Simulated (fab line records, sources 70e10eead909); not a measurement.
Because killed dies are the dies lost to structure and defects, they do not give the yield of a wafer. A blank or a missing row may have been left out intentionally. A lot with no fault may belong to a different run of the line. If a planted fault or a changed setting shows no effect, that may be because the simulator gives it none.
fab line records	flow nand-harc
record lots=24	wafers=72	last-day=33
route steps=1302 shown A_WL_FILL@976 A_CONTACT@997
lots with no fault: from the same line, run without faults
start-h: the number of hours between the record's first day and the start of the first shown wafer of the lot	wait-h: time in hours since the lot's previous step	" repeats the value in the row above	L1.1+2: a row that stands for several wafers	- no value, or no start given	* or withheld: withheld	< > ~ a bound
route shown NAME@n: names a module that has steps shown in the file, with the first one's number in the route	usual: mean/standard deviation of fault-free wafers	same: alike in all rows	chamber/n: place in a boat	sites: the reading at each site	_std_site: standard deviation of those values	_edge_site: mean of outer sites minus mean of inner sites	radius-mm: how far each site lies from the wafer's centre	mask NAME#n: copy n	behind: the most recent tool/chamber to have shaped the wafer	hold: why the lot went on hold/how many hours it stayed there/how the hold came to an end	device: names the non-switching transistor (n, p or np)	end of line: the same wafers' tests at the end of the route	a step with no rows: only its recipe	killed: dies lost to structure and defects at the first sort, not the wafer's yield	map: a wafer's dies, x killed, . not, _ none there
set.NAME: setting as actually run; set.NAME@STEP: the setting as run at that earlier step	model.NAME: the simulator's own value behind a step, which no gauge read
one table for each step of the route and one row for each wafer, over a sample of lots
services: from which hour (start-h, from the record's first day; less than 0 if before it) a tool's chamber was out of use, for how many hours, and why
## steps
# step NHARC_A_WL_FILL_CVD_20
# recipe target-thk-a=1000	temp-c=400	pressure-torr=40	wf6-flow-sccm=40	h2-flow-sccm=1600	ar-flow-sccm=1560	time-s=74	material=W
# usual heater-power-outer-w=573/52	heater-power-w=895/59	throttle-valve-pct=7.99/0.18
lot.wafer	tool	chamber	start-h	wait-h	heater-power-outer-w	heater-power-w	throttle-valve-pct
L074.2	cvd-w-01	0	-	-	555	876	8.08
L074.1	"	1	"	"	508	827	8.27
L074.3	"	1	"	"	499	847	7.77
L075.1	cvd-w-01	0	-	-	550	888	7.80
L075.3	"	0	"	"	561	865	8.04
L075.5	"	0	"	"	558	875	8.37
L076.1	cvd-w-01	1	-	-	518	831	7.97
L076.4	"	0	"	"	549	876	8.30
L076.5	"	0	"	"	553	874	7.72
L078.1	cvd-w-01	1	-	-	503	832	7.75
L078.2	"	0	"	"	556	904	8.11
L078.3	"	0	"	"	561	900	7.90
L077.2	cvd-w-02	0	-	-	636	977	7.99
L077.4	"	1	"	"	593	903	7.76
L077.6	"	0	"	"	632	998	7.79
L079.2	cvd-w-01	0	-	-	555	895	8.29
L079.1	"	1	"	"	505	854	7.98
L079.3	"	0	"	"	554	887	7.88
L080.1	cvd-w-02	1	-	-	600	910	8.15
L080.2	"	0	"	"	631	986	7.83
L080.6	"	0	"	"	646	986	7.98
L081.1	cvd-w-02	1	-	-	606	882	8.28
L081.3	"	0	"	"	645	980	7.72
L081.5	"	0	"	"	640	978	7.92
L083.2	cvd-w-02	0	-	-	654	979	8.20
L083.1	"	1	"	"	598	887	7.95
L083.6	"	1	"	"	599	898	8.25
L082.1	cvd-w-02	1	-	-	587	892	8.23
L082.2	"	0	"	"	633	1007	8.22
L082.3	"	0	"	"	651	1001	7.89
L085.1	cvd-w-01	0	-	-	559	858	7.91
L085.4	"	1	"	"	495	820	7.66
L085.5	"	0	"	"	548	842	7.90
L084.2	cvd-w-02	1	-	-	615	881	7.85
L084.3	"	1	"	"	586	895	8.13
L084.6	"	0	"	"	648	1005	8.05
L086.1	cvd-w-02	1	-	-	612	869	7.81
L086.2	"	0	"	"	656	968	8.02
L086.5	"	0	"	"	641	975	8.23
L087.1	cvd-w-02	1	-	-	609	899	8.15
L087.2	"	0	"	"	651	997	7.80
L087.4	"	1	"	"	597	891	8.16
L088.2	cvd-w-01	1	-	-	504	819	7.96
L088.4	"	0	"	"	549	846	7.79
L088.5	"	1	"	"	510	824	8.10
L089.1	cvd-w-02	0	-	-	638	979	7.93
L089.2	"	1	"	"	601	907	8.02
L089.6	"	1	"	"	587	906	8.03
L091.2	cvd-w-02	0	-	-	632	972	7.78
L091.4	"	0	"	"	641	978	8.21
L091.3	"	1	"	"	599	887	8.17
L090.1	cvd-w-01	1	-	-	483	831	7.99
L090.3	"	0	"	"	549	855	7.94
L090.6	"	1	"	"	508	824	8.08
L093.1	cvd-w-01	0	-	-	554	875	7.99
L093.4	"	0	"	"	559	861	7.98
L093.3	"	1	"	"	505	817	8.16
L092.2	cvd-w-02	1	-	-	600	900	7.95
L092.3	"	1	"	"	606	898	8.20
L092.4	"	0	"	"	650	984	7.99
L095.2	cvd-w-01	1	-	-	494	840	8.21
L095.1	"	0	"	"	558	867	7.81
L095.5	"	0	"	"	554	909	8.21
L096.2	cvd-w-01	0	-	-	547	853	7.88
L096.1	"	1	"	"	495	798	8.28
L096.5	"	1	"	"	510	832	7.86
L094.1	cvd-w-02	1	-	-	569	867	7.94
L094.3	"	0	"	"	623	921	7.73
L094.6	"	1	"	"	578	851	7.65
L097.2	cvd-w-01	1	-	-	500	812	7.94
L097.3	"	0	"	"	551	865	8.16
L097.4	"	1	"	"	495	832	8.22
# step NHARC_A_CONTACT_CD_MEAS_42
# recipe target-cd-nm=300	landing-energy-ev=500
# usual cd-nm=300.0/0.4
lot.wafer	tool	chamber	start-h	wait-h	cd-nm
L074.1	cd-sem-03	0	500.81	-	299.7
L074.2	"	0	"	"	300.3
L074.3	"	0	"	"	300.2
L075.1	cd-sem-01	0	501.13	-	300.1
L075.3	"	0	"	"	300.1
L075.5	"	0	"	"	299.9
L076.1	cd-sem-03	0	510.30	-	300.3
L076.4	"	0	"	"	299.3
L076.5	"	0	"	"	300.1
L078.1	cd-sem-01	0	528.40	-	299.5
L078.2	"	0	"	"	299.2
L078.3	"	0	"	"	300.3
L077.2	cd-sem-02	0	528.55	-	300.1
L077.4	"	0	"	"	300.1
L077.6	"	0	"	"	300.8
L079.1	cd-sem-01	0	545.62	-	300.0
L079.2	"	0	"	"	299.5
L079.3	"	0	"	"	299.3
L080.1	cd-sem-01	0	551.08	-	299.9
L080.2	"	0	"	"	299.9
L080.6	"	0	"	"	299.5
L081.1	cd-sem-02	0	553.79	-	300.3
L081.3	"	0	"	"	299.8
L081.5	"	0	"	"	299.4
L083.1	cd-sem-02	0	572.97	-	300.2
L083.2	"	0	"	"	299.9
L083.6	"	0	"	"	300.4
L082.1	cd-sem-02	0	574.29	-	299.9
L082.2	"	0	"	"	300.0
L082.3	"	0	"	"	300.0
L085.1	cd-sem-03	0	592.61	-	300.4
L085.4	"	0	"	"	299.8
L085.5	"	0	"	"	300.8
L084.2	cd-sem-01	0	599.31	-	300.4
L084.3	"	0	"	"	299.7
L084.6	"	0	"	"	300.4
L086.1	cd-sem-02	0	610.05	-	299.9
L086.2	"	0	"	"	299.6
L086.5	"	0	"	"	299.5
L087.1	cd-sem-03	0	624.89	-	300.1
L087.2	"	0	"	"	300.5
L087.4	"	0	"	"	300.2
L088.2	cd-sem-01	0	642.12	-	299.9
L088.4	"	0	"	"	299.9
L088.5	"	0	"	"	300.4
L089.1	cd-sem-03	0	642.41	-	299.9
L089.2	"	0	"	"	299.8
L089.6	"	0	"	"	299.9
L090.1	cd-sem-03	0	663.31	-	299.8
L090.3	"	0	"	"	300.2
L090.6	"	0	"	"	299.6
L091.2	cd-sem-02	0	664.13	-	299.6
L091.3	"	0	"	"	299.7
L091.4	"	0	"	"	300.4
L093.1	cd-sem-01	0	687.45	-	299.9
L093.3	"	0	"	"	300.4
L093.4	"	0	"	"	299.9
L092.2	cd-sem-02	0	687.67	-	300.7
L092.3	"	0	"	"	300.2
L092.4	"	0	"	"	300.4
L095.1	cd-sem-01	0	699.45	-	299.5
L095.2	"	0	"	"	300.2
L095.5	"	0	"	"	300.1
L096.1	cd-sem-01	0	701.92	-	300.5
L096.2	"	0	"	"	300.1
L096.5	"	0	"	"	300.0
L094.1	cd-sem-02	0	708.56	-	299.9
L094.3	"	0	"	"	299.6
L094.6	"	0	"	"	299.4
L097.2	cd-sem-03	0	714.45	-	300.1
L097.3	"	0	"	"	300.6
L097.4	"	0	"	"	300.8
# step NHARC_A_CONTACT_ETCH_120
# recipe source-w=withheld	pressure-mtorr=20	bias-v=3000	time-s=190	target-depth-a=18500	ar-flow-sccm=withheld	c4f8-flow-sccm=withheld	o2-flow-sccm=withheld	chemistry=C4F8/O2/Ar
lot.wafer	tool	chamber	start-h	wait-h	rf-hours-counter-h
L074.2	har-cap-etch-03	1	504.39	0.1	40
L074.1	"	0	"	"	40
L074.3	"	0	"	"	-
L075.1	har-cap-etch-02	1	504.74	0.1	81
L075.3	"	1	"	"	-
L075.5	"	0	"	"	-
L076.1	har-cap-etch-02	1	513.90	0.1	84
L076.4	"	0	"	"	-
L076.5	"	0	"	"	-
L078.2	har-cap-etch-02	0	531.99	0.1	87
L078.1	"	1	"	"	87
L078.3	"	0	"	"	-
L077.2	har-cap-etch-03	0	532.13	0.1	48
L077.4	"	0	"	"	-
L077.6	"	1	"	"	-
L079.2	har-cap-etch-03	0	549.19	0.1	50
L079.1	"	1	"	"	50
L079.3	"	1	"	"	-
L080.1	har-cap-etch-01	1	554.66	0.1	9
L080.2	"	0	"	"	9
L080.6	"	0	"	"	-
L081.1	har-cap-etch-03	0	557.40	0.1	52
L081.3	"	1	"	"	-
L081.5	"	1	"	"	-
L083.2	har-cap-etch-03	1	576.53	0.1	56
L083.1	"	0	"	"	56
L083.6	"	1	"	"	-
L082.2	har-cap-etch-01	0	577.90	0.1	14
L082.1	"	1	"	"	14
L082.3	"	0	"	"	-
L085.1	har-cap-etch-02	1	596.72	0.2	99
L085.4	"	0	"	"	-
L085.5	"	0	"	"	-
L084.2	har-cap-etch-01	1	602.89	0.1	18
L084.3	"	1	"	"	-
L084.6	"	0	"	"	-
L086.2	har-cap-etch-01	0	613.65	0.1	20
L086.1	"	1	"	"	20
L086.5	"	1	"	"	-
L087.2	har-cap-etch-03	1	628.47	0.1	64
L087.1	"	0	"	"	64
L087.4	"	0	"	"	-
L089.1	har-cap-etch-02	1	646.37	0.1	106
L089.2	"	0	"	"	106
L089.6	"	1	"	"	-
L088.2	har-cap-etch-03	0	646.59	0.2	67
L088.4	"	0	"	"	-
L088.5	"	0	"	"	-
L090.1	har-cap-etch-03	0	667.29	0.1	69
L090.3	"	0	"	"	-
L090.6	"	1	"	"	-
L091.2	har-cap-etch-01	0	668.25	0.1	29
L091.3	"	0	"	"	-
L091.4	"	1	"	"	-
L093.1	har-cap-etch-01	0	691.07	0.1	33
L093.4	"	1	"	"	-
L093.3	"	0	"	"	-
L092.2	har-cap-etch-03	0	691.26	0.1	74
L092.3	"	0	"	"	-
L092.4	"	1	"	"	-
L095.1	har-cap-etch-03	1	703.03	0.1	76
L095.2	"	0	"	"	76
L095.5	"	1	"	"	-
L096.1	har-cap-etch-02	0	705.48	0.1	116
L096.2	"	1	"	"	116
L096.5	"	0	"	"	-
L094.1	har-cap-etch-02	0	712.69	0.2	119
L094.3	"	0	"	"	-
L094.6	"	0	"	"	-
L097.2	har-cap-etch-02	1	718.80	0.1	121
L097.3	"	0	"	"	-
L097.4	"	1	"	"	-
# step NHARC_A_CONTACT_ETCH_102
# recipe target-depth-a=1000	overetch-a=100	time-s=55	ion-energy-ev=100	cf4-flow-sccm=80	o2-flow-sccm=20	ar-flow-sccm=0	rf-w=300	bias-w=100	chemistry=CF4/O2
# usual drypump-motor-current-A=5.7/0.47	o2-flow-sccm=20.00/0.064	oes-product-au=1.002/0.0079	rf-vpp-V=198.3/1.8	showerhead-plenum-p-Torr=1.36/0.08	throttle-valve-pct=13.397/0.0085
lot.wafer	tool	chamber	start-h	wait-h	drypump-motor-current-A	o2-flow-sccm	oes-product-au	rf-hours-counter-h	rf-vpp-V	showerhead-plenum-p-Torr	throttle-valve-pct
L074.3	rie-diel-11	3	506.40	0.1	5.6	20.08	1.007	10	198.5	1.44	13.381
L074.2	"	0	"	"	6.3	20.09	1.008	10	196.7	1.27	13.388
L074.1	"	2	"	"	5.1	20.02	1.013	9	199.8	1.44	13.398
L075.1	rie-diel-01	3	506.74	0.1	6.8	20.17	0.989	33	199.3	1.44	13.409
L075.3	"	1	"	"	5.9	20.08	0.977	41	195.7	1.28	13.407
L075.5	"	3	"	"	6.8	20.09	0.984	-	199.9	1.44	13.401
L076.4	rie-diel-11	0	515.87	0.1	6.3	19.97	1.006	12	196.2	1.27	13.395
L076.1	"	2	"	"	5.1	19.99	1.003	10	200.3	1.44	13.391
L076.5	"	3	"	"	5.6	20.08	1.014	-	199.7	1.44	13.397
L078.1	rie-diel-11	3	534.05	0.1	5.6	20.04	1.015	13	200.2	1.44	13.390
L078.2	"	0	"	"	6.3	20.04	1.006	15	196.1	1.27	13.401
L078.3	"	1	"	"	5.5	19.93	1.005	14	200.8	1.44	13.409
L077.2	rie-diel-01	1	534.10	0.1	5.8	20.08	1.001	51	197.3	1.27	13.393
L077.4	"	2	"	"	5.8	20.05	1.021	49	197.7	1.36	13.407
L077.6	"	1	"	"	5.8	19.98	0.989	-	196.3	1.27	13.405
L079.2	rie-diel-11	3	551.36	0.1	5.6	19.97	1.000	16	199.4	1.44	13.395
L079.1	"	1	"	"	5.5	20.08	1.001	16	199.3	1.44	13.390
L079.3	"	2	"	"	5.1	19.95	1.019	16	199.8	1.43	13.384
L080.1	rie-diel-04	1	556.68	0.1	5.0	20.13	1.020	7	198.8	1.44	13.384
L080.2	"	3	"	"	5.4	20.01	1.004	5	196.9	1.29	13.407
L080.6	"	1	"	"	5.0	20.05	1.002	-	200.3	1.44	13.399
L081.1	rie-diel-04	1	559.38	0.1	5.0	20.06	1.004	7	200.7	1.44	13.389
L081.3	"	2	"	"	5.4	20.04	0.984	5	194.1	1.24	13.403
L081.5	"	0	"	"	5.7	19.95	0.996	-	199.4	1.41	13.395
L083.1	rie-diel-01	1	578.53	0.1	5.9	20.00	0.991	4	196.0	1.27	13.394
L083.2	"	2	"	"	5.8	20.00	1.006	4	198.2	1.36	13.412
L083.6	"	2	"	"	5.8	19.98	1.000	-	197.8	1.36	13.404
L082.1	rie-diel-11	2	579.92	0.1	5.1	19.93	1.013	21	199.7	1.43	13.399
L082.2	"	3	"	"	5.6	20.04	1.001	22	199.5	1.44	13.381
L082.3	"	0	"	"	6.3	20.04	1.001	23	196.9	1.26	13.387
L085.1	rie-diel-11	2	599.06	0.1	5.1	20.03	1.017	24	199.5	1.43	13.405
L085.4	"	0	"	"	6.3	19.97	0.992	26	194.9	1.26	13.388
L085.5	"	1	"	"	5.5	20.07	1.015	-	199.7	1.44	13.394
L084.3	rie-diel-04	0	604.88	0.1	5.7	20.02	0.999	21	200.3	1.41	13.407
L084.2	"	3	"	"	5.4	20.04	1.005	17	195.4	1.29	13.392
L084.6	"	1	"	"	5.0	20.07	1.002	-	201.4	1.44	13.379
L086.2	rie-diel-04	2	615.78	0.1	5.4	20.07	1.003	20	194.7	1.24	13.391
L086.1	"	1	"	"	5.0	19.97	0.995	22	201.0	1.44	13.383
L086.5	"	2	"	"	5.4	20.15	0.992	-	194.2	1.24	13.377
L087.4	rie-diel-11	1	630.57	0.1	5.5	19.99	1.012	2	199.2	1.44	13.395
L087.1	"	2	"	"	5.1	19.91	1.014	1	200.3	1.43	13.401
L087.2	"	0	"	"	6.3	20.03	1.001	2	196.5	1.26	13.392
L089.2	rie-diel-01	1	648.37	0.1	5.8	20.04	0.995	28	195.5	1.27	13.409
L089.1	"	0	"	"	5.4	19.95	0.998	32	196.4	1.28	13.402
L089.6	"	1	"	"	5.9	20.04	0.986	-	197.8	1.27	13.395
L088.4	rie-diel-11	1	648.93	0.1	5.5	19.98	1.013	4	199.4	1.44	13.399
L088.2	"	3	"	"	5.6	20.04	0.992	4	200.2	1.44	13.396
L088.5	"	1	"	"	5.5	19.96	1.001	-	199.5	1.44	13.398
L090.3	rie-diel-04	0	669.35	0.1	5.7	19.96	1.003	42	198.7	1.40	13.394
L090.1	"	1	"	"	5.0	20.08	1.012	38	199.2	1.44	13.402
L090.6	"	1	"	"	5.0	20.10	1.014	-	200.8	1.44	13.391
L091.4	rie-diel-04	3	670.37	0.1	5.5	20.05	0.998	41	196.2	1.29	13.401
L091.3	"	0	"	"	5.7	19.97	0.990	42	199.1	1.40	13.397
L091.2	"	1	"	"	5.0	20.08	1.013	38	199.8	1.44	13.384
L093.1	rie-diel-11	0	693.09	0.1	6.4	19.88	1.008	12	196.0	1.26	13.406
L093.3	"	1	"	"	5.5	19.97	1.008	8	201.3	1.44	13.397
L093.4	"	2	"	"	5.1	19.97	1.003	11	200.4	1.43	13.405
L092.4	rie-diel-11	1	693.40	0.1	5.5	20.04	1.014	8	199.3	1.44	13.402
L092.3	"	2	"	"	5.1	19.97	0.995	11	199.9	1.43	13.380
L092.2	"	3	"	"	5.6	20.06	0.991	11	198.5	1.44	13.392
L095.1	rie-diel-04	2	705.04	0.1	5.4	20.08	1.001	46	196.9	1.23	13.396
L095.2	"	0	"	"	5.7	19.96	0.996	57	199.8	1.40	13.398
L095.5	"	1	"	"	5.0	19.99	1.013	-	200.7	1.43	13.393
L096.2	rie-diel-11	1	707.47	0.1	5.5	20.08	1.008	10	199.7	1.44	13.384
L096.1	"	2	"	"	5.1	20.06	1.004	12	198.8	1.43	13.402
L096.5	"	0	"	"	6.3	20.06	0.997	-	196.2	1.26	13.404
L094.1	rie-diel-01	2	715.26	0.1	5.8	20.02	1.007	56	199.0	1.35	13.407
L094.3	"	3	"	"	6.8	20.01	0.997	56	198.8	1.42	13.402
L094.6	"	2	"	"	5.8	19.91	1.001	-	198.1	1.35	13.409
L097.4	rie-diel-01	0	720.90	0.1	5.4	19.88	1.005	57	196.6	1.27	13.394
L097.3	"	1	"	"	5.9	20.01	1.002	50	196.3	1.26	13.405
L097.2	"	2	"	"	5.8	20.10	1.003	59	198.8	1.35	13.390
# step NHARC_A_CONTACT_ETCH_124
# recipe source-w=withheld	pressure-mtorr=20	bias-v=withheld	time-s=140	target-depth-a=7000	ar-flow-sccm=withheld	c4f8-flow-sccm=withheld	o2-flow-sccm=withheld	chemistry=C4F8/O2/Ar
lot.wafer	tool	chamber	start-h	wait-h	rf-hours-counter-h
L074.2	har-cap-etch-03	0	513.47	-	43
L074.1	"	1	"	"	43
L074.3	"	1	"	"	-
L075.1	har-cap-etch-01	1	514.21	-	0
L075.3	"	1	"	"	-
L075.5	"	1	"	"	-
L076.1	har-cap-etch-03	1	522.10	-	44
L076.4	"	1	"	"	-
L076.5	"	1	"	"	-
L078.2	har-cap-etch-01	0	540.71	-	4
L078.1	"	1	"	"	4
L078.3	"	1	"	"	-
L077.2	har-cap-etch-02	1	540.76	-	88
L077.4	"	1	"	"	-
L077.6	"	0	"	"	-
L079.2	har-cap-etch-02	1	558.27	-	91
L079.1	"	0	"	"	91
L079.3	"	0	"	"	-
L080.2	har-cap-etch-01	1	562.98	-	10
L080.1	"	0	"	"	10
L080.6	"	0	"	"	-
L081.1	har-cap-etch-02	1	568.25	-	93
L081.3	"	1	"	"	-
L081.5	"	0	"	"	-
L083.2	har-cap-etch-02	1	585.79	-	96
L083.1	"	0	"	"	96
L083.6	"	0	"	"	-
L082.2	har-cap-etch-03	1	587.97	-	57
L082.1	"	0	"	"	57
L082.3	"	1	"	"	-
L085.1	har-cap-etch-03	1	605.48	-	60
L085.4	"	0	"	"	-
L085.5	"	0	"	"	-
L084.2	har-cap-etch-02	0	611.33	-	100
L084.3	"	1	"	"	-
L084.6	"	1	"	"	-
L086.2	har-cap-etch-01	0	622.38	-	21
L086.1	"	1	"	"	21
L086.5	"	0	"	"	-
L087.1	har-cap-etch-01	1	637.07	-	23
L087.2	"	0	"	"	23
L087.4	"	1	"	"	-
L089.1	har-cap-etch-01	1	654.73	-	26
L089.2	"	0	"	"	26
L089.6	"	0	"	"	-
L088.2	har-cap-etch-02	0	655.78	-	107
L088.4	"	0	"	"	-
L088.5	"	0	"	"	-
L090.1	har-cap-etch-02	1	676.48	-	110
L090.3	"	1	"	"	-
L090.6	"	0	"	"	-
L091.2	har-cap-etch-01	1	676.71	-	30
L091.4	"	0	"	"	-
L091.3	"	1	"	"	-
L093.1	har-cap-etch-02	0	699.45	-	113
L093.4	"	0	"	"	-
L093.3	"	1	"	"	-
L092.2	har-cap-etch-01	0	699.82	-	34
L092.3	"	0	"	"	-
L092.4	"	1	"	"	-
L095.2	har-cap-etch-03	0	712.77	-	78
L095.1	"	1	"	"	78
L095.5	"	1	"	"	-
L096.1	har-cap-etch-01	1	715.95	-	37
L096.2	"	0	"	"	37
L096.5	"	1	"	"	-
L094.1	har-cap-etch-03	1	721.83	-	80
L094.3	"	0	"	"	-
L094.6	"	0	"	"	-
L097.2	har-cap-etch-03	0	727.26	-	82
L097.3	"	1	"	"	-
L097.4	"	0	"	"	-
# step NHARC_A_CONTACT_ETCH_128
# recipe source-w=withheld	pressure-mtorr=20	bias-v=3000	time-s=197	target-depth-a=19180	ar-flow-sccm=withheld	c4f8-flow-sccm=withheld	o2-flow-sccm=withheld	chemistry=C4F8/O2/Ar
lot.wafer	tool	chamber	start-h	wait-h	rf-hours-counter-h
L074.2	har-cap-etch-03	0	514.44	0.2	43
L074.1	"	1	"	"	43
L074.3	"	1	"	"	-
L075.1	har-cap-etch-01	1	514.94	0.1	1
L075.3	"	1	"	"	-
L075.5	"	1	"	"	-
L076.1	har-cap-etch-03	1	522.82	0.1	45
L076.4	"	1	"	"	-
L076.5	"	1	"	"	-
L078.2	har-cap-etch-01	0	541.43	0.1	5
L078.1	"	1	"	"	5
L078.3	"	1	"	"	-
L077.2	har-cap-etch-02	1	541.48	0.1	89
L077.4	"	1	"	"	-
L077.6	"	0	"	"	-
L079.2	har-cap-etch-02	1	559.00	0.1	92
L079.1	"	0	"	"	92
L079.3	"	0	"	"	-
L080.2	har-cap-etch-01	1	563.95	0.2	10
L080.1	"	0	"	"	10
L080.6	"	0	"	"	-
L081.1	har-cap-etch-02	1	568.97	0.1	94
L081.3	"	1	"	"	-
L081.5	"	0	"	"	-
L083.2	har-cap-etch-02	1	586.52	0.1	97
L083.1	"	0	"	"	97
L083.6	"	0	"	"	-
L082.2	har-cap-etch-03	1	588.70	0.1	57
L082.1	"	0	"	"	57
L082.3	"	1	"	"	-
L085.1	har-cap-etch-03	1	606.21	0.2	60
L085.4	"	0	"	"	-
L085.5	"	0	"	"	-
L084.2	har-cap-etch-02	0	612.06	0.1	101
L084.3	"	1	"	"	-
L084.6	"	1	"	"	-
L086.2	har-cap-etch-01	0	623.11	0.1	22
L086.1	"	1	"	"	22
L086.5	"	0	"	"	-
L087.1	har-cap-etch-01	1	637.80	0.1	24
L087.2	"	0	"	"	24
L087.4	"	1	"	"	-
L089.1	har-cap-etch-01	1	655.46	0.1	27
L089.2	"	0	"	"	27
L089.6	"	0	"	"	-
L088.2	har-cap-etch-02	0	656.51	0.1	108
L088.4	"	0	"	"	-
L088.5	"	0	"	"	-
L090.1	har-cap-etch-02	1	677.21	0.1	111
L090.3	"	1	"	"	-
L090.6	"	0	"	"	-
L091.2	har-cap-etch-01	1	677.44	0.1	31
L091.4	"	0	"	"	-
L091.3	"	1	"	"	-
L093.1	har-cap-etch-02	0	700.18	0.1	114
L093.4	"	0	"	"	-
L093.3	"	1	"	"	-
L092.2	har-cap-etch-01	0	700.55	0.1	35
L092.3	"	0	"	"	-
L092.4	"	1	"	"	-
L095.2	har-cap-etch-03	0	713.51	0.1	79
L095.1	"	1	"	"	79
L095.5	"	1	"	"	-
L096.1	har-cap-etch-01	1	716.68	0.1	38
L096.2	"	0	"	"	38
L096.5	"	1	"	"	-
L094.1	har-cap-etch-03	1	722.56	0.1	81
L094.3	"	0	"	"	-
L094.6	"	0	"	"	-
L097.2	har-cap-etch-03	0	727.99	0.1	83
L097.3	"	1	"	"	-
L097.4	"	0	"	"	-
## services
tool	chamber	start-h	hours	kind
har-cap-etch-01	-	497.00	17.0	pm
har-cap-etch-01	0	497.00	17.0	vent-cycle
har-cap-etch-01	1	497.00	17.0	vent-cycle
cvd-w-02	-	499.08	13.0	pm
cvd-w-02	0	499.08	13.0	vent-cycle
cvd-w-02	1	499.08	13.0	vent-cycle
rie-diel-04	0	508.72	4.9	repair
cvd-w-02	0	512.08	-	clean
har-cap-etch-01	0	514.00	-	clean
har-cap-etch-01	1	514.00	-	clean
rie-diel-11	3	518.81	2.8	repair
rie-diel-04	-	533.00	9.0	pm
cvd-w-01	-	547.00	13.0	pm
rie-diel-01	-	557.93	9.0	pm
cvd-w-02	0	582.92	3.8	repair
rie-diel-01	1	598.73	6.5	repair
rie-diel-11	-	609.50	9.0	pm
rie-diel-01	3	640.82	3.7	repair
rie-diel-11	1	656.67	20.0	repair
cvd-w-02	-	680.08	13.0	pm
cvd-w-01	-	695.99	1.6	repair
rie-diel-04	-	710.00	9.0	pm
har-cap-etch-01	-	718.74	0.6	repair
cvd-w-01	-	728.00	13.0	pm
## key
fault none
